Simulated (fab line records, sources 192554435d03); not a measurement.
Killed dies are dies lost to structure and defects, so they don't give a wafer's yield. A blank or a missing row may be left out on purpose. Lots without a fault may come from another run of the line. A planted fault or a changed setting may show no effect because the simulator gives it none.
Chamber matching | flow n5_finfet | N5_STI_FIN_REVEAL_ALD_00 on ald_sin-02: 4 sister chambers
The step deposits SiO2, target thk 1 nm, pulse time 1 s. 16 wafers are shown with their chamber, then 8 later ones without.

WAFERS WITH THEIR CHAMBER
wafer  | chamber | heater_power_w (W) | precursor_pulse_height_rel
L081.3 | 3       | 488                | 0.997
L081.5 | 2       | 486                | 1.001
L081.6 | 1       | 414                | 1.037
L083.1 | 2       | 474                | 1.017
L083.4 | 0       | 411                | 1.012
L083.6 | 1       | 424                | 0.981
L088.1 | 0       | 410                | 1.015
L088.4 | 1       | 427                | 0.994
L088.5 | 3       | 484                | 1.048
L089.1 | 0       | 408                | 0.986
L089.5 | 0       | 416                | 1.032
L089.6 | 3       | 469                | 1.003
L091.1 | 2       | 478                | 0.966
L091.2 | 0       | 398                | 1.029
L091.4 | 3       | 481                | 1.018
L092.1 | 2       | 495                | 0.994

SIGNATURES (means of the wafers above)
reading                    | chamber 0 | chamber 1 | chamber 2 | chamber 3 | scatter within a chamber
heater_power_w             | 408.60    | 421.67    | 483.25    | 480.50    | 7.79
precursor_pulse_height_rel | 1.01480   | 1.00400   | 0.99450   | 1.01650   | 0.0223
Rule: a wafer's distance from a chamber is the root of the sum, over the readings, of the square of ((its reading less the chamber's mean) divided by the reading's scatter). The wafer belongs to the nearest chamber; if the next one is less than 2 further off, it can't be placed. The scatter: the root of (the sum of the squares of (reading less its chamber's mean) over the shown wafers, divided by (wafers less chambers)).

WAFERS WITHOUT THEIR CHAMBER
wafer  | heater_power_w (W) | precursor_pulse_height_rel
L092.2 | 433                | 0.987
L092.3 | 481                | 1.011
L093.1 | 408                | 1.010
L093.2 | 485                | 0.982
L093.3 | 490                | 1.000
L093.4 | 425                | 1.016
L093.5 | 484                | 1.000
L093.6 | 488                | 1.000

WHICH CHAMBER EACH WENT THROUGH
wafer  | from the rows above     | in truth
L092.2 | can't be placed: 1 or 0 | 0
L092.3 | can't be placed: 3 or 2 | 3
L093.1 | can't be placed: 0 or 1 | 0
L093.2 | can't be placed: 2 or 3 | 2
L093.3 | can't be placed: 2 or 3 | 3
L093.4 | can't be placed: 1 or 0 | 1
L093.5 | can't be placed: 2 or 3 | 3
L093.6 | can't be placed: 2 or 3 | 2
Placed correctly: 0 of 8. Can't be placed from these rows: 8 (the true chamber is among the candidates in 8). Placed wrongly: 0.
